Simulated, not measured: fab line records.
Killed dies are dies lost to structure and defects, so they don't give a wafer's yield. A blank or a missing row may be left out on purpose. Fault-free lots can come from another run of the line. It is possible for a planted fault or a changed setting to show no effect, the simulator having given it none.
Matching of chambers ; flow n5-finfet ; N5_BEOL_M0_SAQP_PECVD_00 on pecvd-04 has 3 sister chambers
The step deposits SiCN from 3MS/NH3, target thk 8 nm, time 14 s. 3 wafers are shown with their chamber, then 8 later ones without.

EACH WAFER AND ITS CHAMBER
wafer;chamber;throttle-valve-pct (%)
L089.3;1;9.1
L089.6;2;8.7
L090.1;0;9.1

WAFERS WHOSE CHAMBER IS MISSING
wafer;throttle-valve-pct (%)
L090.2;8.9
L090.3;8.4
L094.1;9.0
L094.2;8.0
L094.5;8.1
L096.2;9.1
L096.4;9.2
L096.6;7.8

WHICH CHAMBER EACH ONE RAN IN
wafer;from the rows above;in truth
L090.2;can't be placed: 0 or 1 or 2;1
L090.3;can't be placed: 2 or 0 or 1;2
L094.1;can't be placed: 0 or 1 or 2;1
L094.2;can't be placed: 2 or 0 or 1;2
L094.5;can't be placed: 2 or 0 or 1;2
L096.2;can't be placed: 0 or 1 or 2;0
L096.4;can't be placed: 0 or 1 or 2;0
L096.6;can't be placed: 2 or 0 or 1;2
Correctly placed: 0 of 8. Not placeable from these rows: 8 (in 8, the candidates include the true chamber). Wrongly placed: 0.
How it was worked out, from the rows above alone: a wafer's distance from a chamber is the root of the sum, over the readings, of the square of ((its reading less the chamber's mean) divided by the reading's scatter). The wafer belongs to the nearest chamber; if the next one is less than 2 further off, it can't be placed. The mean given for a chamber averages the wafers shown for that chamber. The scatter: root of mean squared gap, hidden wafer to nearest shown wafer, with one shown wafer a chamber.
